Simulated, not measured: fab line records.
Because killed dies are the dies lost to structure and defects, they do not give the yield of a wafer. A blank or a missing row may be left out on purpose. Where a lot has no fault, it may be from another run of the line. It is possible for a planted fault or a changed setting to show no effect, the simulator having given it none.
The tool behind it: which one? || flow n5 finfet || 10 lots with 29 wafers sampled at 5 steps, on a route of 1938 steps

## WHAT THE GAUGES READ, wafer by wafer
N5_SD_EPI_P_EPI_MEAS_23. Usual: 60.9 nm for thk nm, sd 1.2.
{"lot": "L370", "measured": "day 3 15:53", "on": "film metro-02", "thk nm (nm)": "60.2 61.5 60.5", "flag": ""}
{"lot": "L372", "measured": "day 4 04:41", "on": "film metro-01", "thk nm (nm)": "61.5 61.8 59.7", "flag": ""}
{"lot": "L376", "measured": "day 5 05:07", "on": "film metro-02", "thk nm (nm)": "61.1 59.6 60.9", "flag": ""}
{"lot": "L381", "measured": "day 6 11:07", "on": "film metro-01", "thk nm (nm)": "62.0 62.4 61.3", "flag": ""}
{"lot": "L382", "measured": "day 6 18:09", "on": "film metro-01", "thk nm (nm)": "61.9 60.0", "flag": ""}
{"lot": "L383", "measured": "day 7 02:07", "on": "film metro-02", "thk nm (nm)": "60.5 62.7 63.2", "flag": ""}
{"lot": "L385", "measured": "day 7 15:53", "on": "film metro-01", "thk nm (nm)": "62.1 60.1 58.2", "flag": ""}
{"lot": "L387", "measured": "day 8 01:54", "on": "film metro-01", "thk nm (nm)": "61.6 60.4 62.3", "flag": ""}
{"lot": "L389", "measured": "day 8 11:05", "on": "film metro-01", "thk nm (nm)": "58.5 60.4 59.6", "flag": ""}
{"lot": "L391", "measured": "day 8 21:23", "on": "film metro-01", "thk nm (nm)": "60.5 60.5 60.1", "flag": ""}

N5_HKMG_FIN_OVL_MEAS_50. Usual: NDIPOLE_OVL typically reads 0.1 nm, with standard deviation 0.75.
{"lot": "L370", "measured": "day 4 05:55", "on": "overlay-01", "NDIPOLE_OVL (nm)": "1.1 1.1 1.6", "flag": ""}
{"lot": "L372", "measured": "day 4 20:13", "on": "overlay-02", "NDIPOLE_OVL (nm)": "0.4 -0.1 0.3", "flag": ""}
{"lot": "L376", "measured": "day 5 19:02", "on": "overlay-02", "NDIPOLE_OVL (nm)": "0.2 0.7 0.2", "flag": ""}
{"lot": "L381", "measured": "day 7 01:07", "on": "overlay-01", "NDIPOLE_OVL (nm)": "-1.0 0.0 -0.6", "flag": ""}
{"lot": "L382", "measured": "day 7 08:17", "on": "overlay-02", "NDIPOLE_OVL (nm)": "-0.1 0.3", "flag": ""}
{"lot": "L383", "measured": "day 7 16:05", "on": "overlay-01", "NDIPOLE_OVL (nm)": "0.3 -0.1 0.5", "flag": ""}
{"lot": "L385", "measured": "day 8 05:52", "on": "overlay-02", "NDIPOLE_OVL (nm)": "-0.9 -0.1 -0.3", "flag": ""}
{"lot": "L387", "measured": "day 8 17:16", "on": "overlay-02", "NDIPOLE_OVL (nm)": "-0.4 0.2 -0.6", "flag": ""}
{"lot": "L389", "measured": "day 9 01:41", "on": "overlay-01", "NDIPOLE_OVL (nm)": "-0.5 -0.2 -0.8", "flag": ""}
{"lot": "L391", "measured": "day 9 12:20", "on": "overlay-01", "NDIPOLE_OVL (nm)": "-0.7 -0.3 -0.4", "flag": ""}

N5_BEOL_M4_RC_MEAS_101. Usual: DIBL_N 36.0 mV/V, standard deviation 1.7; DIBL_P 35.8 mV/V, standard deviation 2; IOFF_N 0.15 nA/um, standard deviation 0.03; IOFF_P 0.20 nA/um, standard deviation 0.037; ION_N 670 uA/um, standard deviation 12; ION_P 460 uA/um, standard deviation 7.2; SS_N 71.5 mV/dec, standard deviation 0.68; SS_P 73.2 mV/dec, standard deviation 0.65; VT_N 250 mV, standard deviation 3.1; VT_P -251 mV, standard deviation 3.4.
{"lot": "L370", "measured": "day 8 07:37", "on": "prober-01", "DIBL_N (mV/V)": "36.4 34.2 34.7", "DIBL_P (mV/V)": "35.4 31.6 32.5", "IOFF_N (nA/um)": "0.16 0.11 0.13", "IOFF_P (nA/um)": "0.20 0.16 0.16", "ION_N (uA/um)": "664 655 662", "ION_P (uA/um)": "456 455 454", "SS_N (mV/dec)": "71.6 70.5 71.2", "SS_P (mV/dec)": "73.0 72.0 72.5", "VT_N (mV)": "250 256 253", "VT_P (mV)": "-251 -256 -257", "flag": ""}
{"lot": "L372", "measured": "day 8 09:44", "on": "prober-02", "DIBL_N (mV/V)": "38.8 37.2 36.9", "DIBL_P (mV/V)": "39.1 37.0 35.8", "IOFF_N (nA/um)": "0.20 0.16 0.14", "IOFF_P (nA/um)": "0.28 0.22 0.21", "ION_N (uA/um)": "671 664 667", "ION_P (uA/um)": "463 459 460", "SS_N (mV/dec)": "72.0 71.6 72.1", "SS_P (mV/dec)": "74.1 72.7 73.2", "VT_N (mV)": "246 249 250", "VT_P (mV)": "-244 -247 -250", "flag": ""}
{"lot": "L376", "measured": "day 9 17:07", "on": "prober-01", "DIBL_N (mV/V)": "35.7 35.9 37.4", "DIBL_P (mV/V)": "36.3 36.5 38.2", "IOFF_N (nA/um)": "0.16 0.15 0.19", "IOFF_P (nA/um)": "0.19 0.20 0.23", "ION_N (uA/um)": "681 674 689", "ION_P (uA/um)": "459 467 471", "SS_N (mV/dec)": "71.7 72.2 73.0", "SS_P (mV/dec)": "72.8 74.3 73.7", "VT_N (mV)": "247 252 248", "VT_P (mV)": "-252 -252 -251", "flag": ""}
{"lot": "L381", "measured": "day 10 21:58", "on": "prober-02", "DIBL_N (mV/V)": "34.8 37.0 32.8", "DIBL_P (mV/V)": "35.7 37.5 32.3", "IOFF_N (nA/um)": "0.13 0.16 0.10", "IOFF_P (nA/um)": "0.19 0.21 0.14", "ION_N (uA/um)": "672 676 658", "ION_P (uA/um)": "462 459 451", "SS_N (mV/dec)": "71.4 72.0 71.4", "SS_P (mV/dec)": "73.5 73.7 71.9", "VT_N (mV)": "251 249 255", "VT_P (mV)": "-250 -248 -255", "flag": ""}
{"lot": "L382", "measured": "day 11 15:19", "on": "prober-01", "DIBL_N (mV/V)": "35.2 35.0", "DIBL_P (mV/V)": "35.6 34.7", "IOFF_N (nA/um)": "0.14 0.12", "IOFF_P (nA/um)": "0.20 0.18", "ION_N (uA/um)": "684 655", "ION_P (uA/um)": "470 460", "SS_N (mV/dec)": "71.1 70.1", "SS_P (mV/dec)": "73.4 72.7", "VT_N (mV)": "250 254", "VT_P (mV)": "-250 -251", "flag": ""}
{"lot": "L383", "measured": "day 11 21:53", "on": "prober-02", "DIBL_N (mV/V)": "34.5 37.2 37.5", "DIBL_P (mV/V)": "34.6 37.2 38.0", "IOFF_N (nA/um)": "0.12 0.16 0.16", "IOFF_P (nA/um)": "0.16 0.19 0.20", "ION_N (uA/um)": "667 676 672", "ION_P (uA/um)": "455 457 460", "SS_N (mV/dec)": "71.1 71.5 72.1", "SS_P (mV/dec)": "72.6 72.8 73.8", "VT_N (mV)": "252 250 252", "VT_P (mV)": "-255 -254 -253", "flag": ""}
{"lot": "L385", "measured": "day 12 02:13", "on": "prober-01", "DIBL_N (mV/V)": "36.8 33.2 35.1", "DIBL_P (mV/V)": "35.9 33.4 33.8", "IOFF_N (nA/um)": "0.17 0.12 0.14", "IOFF_P (nA/um)": "0.19 0.16 0.16", "ION_N (uA/um)": "682 677 665", "ION_P (uA/um)": "462 466 451", "SS_N (mV/dec)": "71.5 70.2 71.2", "SS_P (mV/dec)": "73.5 72.4 73.3", "VT_N (mV)": "247 252 254", "VT_P (mV)": "-251 -254 -257", "flag": ""}
{"lot": "L387", "measured": "day 12 10:33", "on": "prober-01", "DIBL_N (mV/V)": "37.5 34.2 33.3", "DIBL_P (mV/V)": "38.7 34.3 33.9", "IOFF_N (nA/um)": "0.19 0.12 0.11", "IOFF_P (nA/um)": "0.21 0.15 0.14", "ION_N (uA/um)": "678 670 655", "ION_P (uA/um)": "456 455 443", "SS_N (mV/dec)": "72.3 71.8 71.4", "SS_P (mV/dec)": "73.8 73.0 72.8", "VT_N (mV)": "251 255 255", "VT_P (mV)": "-252 -259 -259", "flag": ""}
{"lot": "L389", "measured": "day 13 11:05", "on": "prober-02", "DIBL_N (mV/V)": "34.7 37.6 34.3", "DIBL_P (mV/V)": "33.9 37.7 33.2", "IOFF_N (nA/um)": "0.13 0.17 0.12", "IOFF_P (nA/um)": "0.18 0.24 0.17", "ION_N (uA/um)": "664 684 653", "ION_P (uA/um)": "454 467 452", "SS_N (mV/dec)": "70.7 71.3 70.4", "SS_P (mV/dec)": "73.4 73.3 72.3", "VT_N (mV)": "252 249 250", "VT_P (mV)": "-249 -249 -254", "flag": ""}
{"lot": "L391", "measured": "day 13 17:25", "on": "prober-02", "DIBL_N (mV/V)": "34.7 35.7 37.3", "DIBL_P (mV/V)": "33.1 35.3 35.7", "IOFF_N (nA/um)": "0.14 0.15 0.17", "IOFF_P (nA/um)": "0.17 0.20 0.21", "ION_N (uA/um)": "671 684 665", "ION_P (uA/um)": "462 465 457", "SS_N (mV/dec)": "71.1 70.8 71.3", "SS_P (mV/dec)": "72.5 73.3 72.6", "VT_N (mV)": "248 247 248", "VT_P (mV)": "-253 -252 -250", "flag": ""}

## WHICH TOOL RAN EACH LOT (tool, then ch and the chambers of the sampled wafers, then the start)
{"lot": "L370", "N5_SDB_ETCH_17": "rie diel-02 ch 1,2, day 4 00:34", "N5_HKMG_FIN_COAT_41": "litho track-05 ch 0, day 4 05:38"}
{"lot": "L372", "N5_SDB_ETCH_17": "rie diel-03 ch 1,2, day 4 14:07", "N5_HKMG_FIN_COAT_41": "litho track-04 ch 0, day 4 19:49"}
{"lot": "L376", "N5_SDB_ETCH_17": "rie diel-03 ch 2,3, day 5 13:45", "N5_HKMG_FIN_COAT_41": "litho track-05 ch 0, day 5 18:45"}
{"lot": "L381", "N5_SDB_ETCH_17": "rie diel-02 ch 0,1,3, day 6 19:29", "N5_HKMG_FIN_COAT_41": "litho track-05 ch 0, day 7 00:44"}
{"lot": "L382", "N5_SDB_ETCH_17": "rie diel-03 ch 2,3, day 7 02:16", "N5_HKMG_FIN_COAT_41": "litho track-05 ch 0, day 7 08:00"}
{"lot": "L383", "N5_SDB_ETCH_17": "rie diel-02 ch 0,1,3, day 7 10:01", "N5_HKMG_FIN_COAT_41": "litho track-05 ch 0, day 7 15:41"}
{"lot": "L385", "N5_SDB_ETCH_17": "rie diel-02 ch 2,3, day 7 23:46", "N5_HKMG_FIN_COAT_41": "litho track-04 ch 0, day 8 05:28"}
{"lot": "L387", "N5_SDB_ETCH_17": "rie diel-03 ch 0,1, day 8 11:51", "N5_HKMG_FIN_COAT_41": "litho track-04 ch 0, day 8 17:00"}
{"lot": "L389", "N5_SDB_ETCH_17": "rie diel-04 ch 2,3, day 8 19:20", "N5_HKMG_FIN_COAT_41": "litho track-03 ch 0, day 9 01:25"}
{"lot": "L391", "N5_SDB_ETCH_17": "rie diel-03 ch 1,2, day 9 05:53", "N5_HKMG_FIN_COAT_41": "litho track-04 ch 0, day 9 11:56"}
- N5_SDB_ETCH_17: etches SiARC in CF4, target depth 23.4 nm, time 39 s.
- N5_HKMG_FIN_COAT_41: time 60 s, resist thk 300 nm.

## AS READ BY THE TOOLS THEMSELVES (means over the sampled wafers that have a number; for cases with no such wafer, the mark the record gives instead)
N5_SDB_ETCH_17. Usual: drypump motor current A 5.8 A, standard deviation 0.43; etch rf on time s 39.0 s, standard deviation 0.84; oes product au 0.68 a.u., standard deviation 0.082; rf vpp V 184.2 V, standard deviation 1.1; showerhead plenum p Torr 2.14 Torr, standard deviation 0.069; throttle valve pct 15.55 %, standard deviation 0.19.
{"lot": "L370", "tool": "rie diel-02", "drypump motor current A (A)": 5.8, "etch rf on time s (s)": 38.5, "oes product au (a.u.)": 0.65, "rf vpp V (V)": 183.0, "showerhead plenum p Torr (Torr)": 2.05, "throttle valve pct (%)": 15.59, "flag": ""}
{"lot": "L372", "tool": "rie diel-03", "drypump motor current A (A)": 5.8, "etch rf on time s (s)": 39.8, "oes product au (a.u.)": 0.60, "rf vpp V (V)": 184.9, "showerhead plenum p Torr (Torr)": 2.17, "throttle valve pct (%)": 15.86, "flag": ""}
{"lot": "L376", "tool": "rie diel-03", "drypump motor current A (A)": 5.2, "etch rf on time s (s)": 38.9, "oes product au (a.u.)": 0.65, "rf vpp V (V)": 184.2, "showerhead plenum p Torr (Torr)": 2.13, "throttle valve pct (%)": 15.73, "flag": ""}
{"lot": "L381", "tool": "rie diel-02", "drypump motor current A (A)": 5.9, "etch rf on time s (s)": 38.4, "oes product au (a.u.)": 0.66, "rf vpp V (V)": 185.3, "showerhead plenum p Torr (Torr)": 2.14, "throttle valve pct (%)": 15.49, "flag": ""}
{"lot": "L382", "tool": "rie diel-03", "drypump motor current A (A)": 5.4, "etch rf on time s (s)": 38.8, "oes product au (a.u.)": 0.66, "rf vpp V (V)": 185.0, "showerhead plenum p Torr (Torr)": 2.13, "throttle valve pct (%)": 15.70, "flag": ""}
{"lot": "L383", "tool": "rie diel-02", "drypump motor current A (A)": 5.9, "etch rf on time s (s)": 38.7, "oes product au (a.u.)": 0.65, "rf vpp V (V)": 183.4, "showerhead plenum p Torr (Torr)": 2.14, "throttle valve pct (%)": 15.51, "flag": ""}
{"lot": "L385", "tool": "rie diel-02", "drypump motor current A (A)": 6.0, "etch rf on time s (s)": 39.4, "oes product au (a.u.)": 0.63, "rf vpp V (V)": 182.9, "showerhead plenum p Torr (Torr)": 2.10, "throttle valve pct (%)": 15.56, "flag": ""}
{"lot": "L387", "tool": "rie diel-03", "drypump motor current A (A)": 5.9, "etch rf on time s (s)": 38.6, "oes product au (a.u.)": 0.79, "rf vpp V (V)": 183.9, "showerhead plenum p Torr (Torr)": 2.14, "throttle valve pct (%)": 15.39, "flag": ""}
{"lot": "L389", "tool": "rie diel-04", "drypump motor current A (A)": 6.0, "etch rf on time s (s)": 38.8, "oes product au (a.u.)": 0.64, "rf vpp V (V)": 183.4, "showerhead plenum p Torr (Torr)": 2.10, "throttle valve pct (%)": 15.68, "flag": ""}
{"lot": "L391", "tool": "rie diel-03", "drypump motor current A (A)": 5.3, "etch rf on time s (s)": 38.8, "oes product au (a.u.)": 0.80, "rf vpp V (V)": 184.2, "showerhead plenum p Torr (Torr)": 2.13, "throttle valve pct (%)": 15.41, "flag": ""}

N5_HKMG_FIN_COAT_41. Usual: heater power total W 500.4 W, standard deviation 1.7; spin speed rpm 1499.8 rpm, standard deviation 0.85.
{"lot": "L370", "tool": "litho track-05", "heater power total W (W)": 500.3, "spin speed rpm (rpm)": 1499.6, "flag": ""}
{"lot": "L372", "tool": "litho track-04", "heater power total W (W)": 499.7, "spin speed rpm (rpm)": 1499.8, "flag": ""}
{"lot": "L376", "tool": "litho track-05", "heater power total W (W)": 501.1, "spin speed rpm (rpm)": 1499.5, "flag": ""}
{"lot": "L381", "tool": "litho track-05", "heater power total W (W)": 501.6, "spin speed rpm (rpm)": 1499.4, "flag": ""}
{"lot": "L382", "tool": "litho track-05", "heater power total W (W)": 501.6, "spin speed rpm (rpm)": 1442.8, "flag": "OFF"}
{"lot": "L383", "tool": "litho track-05", "heater power total W (W)": 501.4, "spin speed rpm (rpm)": 1443.1, "flag": "OFF"}
{"lot": "L385", "tool": "litho track-04", "heater power total W (W)": 499.0, "spin speed rpm (rpm)": 1499.4, "flag": ""}
{"lot": "L387", "tool": "litho track-04", "heater power total W (W)": 502.0, "spin speed rpm (rpm)": 1500.4, "flag": ""}
{"lot": "L389", "tool": "litho track-03", "heater power total W (W)": 501.4, "spin speed rpm (rpm)": 1500.0, "flag": ""}
{"lot": "L391", "tool": "litho track-04", "heater power total W (W)": 499.8, "spin speed rpm (rpm)": 1500.0, "flag": ""}

## THE ANSWER, worked out from the rows above alone
Rule: a lot counts as off when the mean over its wafers that have a number is more than 3 standard deviations away from the usual mean. A lot without any number at a reading at which 4 lots or more have one is off too. The other lots that the step has rows for count as sound. After the gauges, taken in route order, come the tools' own readings; for these a lot's mean is taken, as printed above. The first step at which some lot is off is used, and at that step the reading that is off furthest; a lot without a number counts as furthest.
Off, at N5_HKMG_FIN_COAT_41 on spin speed rpm: L382, L383.
A tool fits if, at that step or a process step before it, it ran every lot that is off, and no sound lot after the first of them. One candidate fits, namely litho track-05 at N5_HKMG_FIN_COAT_41. A fault onset in the window from L381 (day 7 00:44, its last sound lot) to L382 (day 7 08:00, its first lot off) fits.
The tool's own readings at N5_HKMG_FIN_COAT_41 bear it out: on the lots that are off they differ by more than 5 times the standard deviation of the sound lots' means. spin speed rpm reads 1442.9 rpm there against 1499.8 rpm on the sound lots.

## WHAT WAS PUT IN BY THE SIMULATOR
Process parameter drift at N5_HKMG_FIN_COAT_41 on litho track-05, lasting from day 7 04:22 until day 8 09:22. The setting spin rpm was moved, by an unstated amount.
Shown lots that were struck: L382, L383. The rule given above showed the same thing.
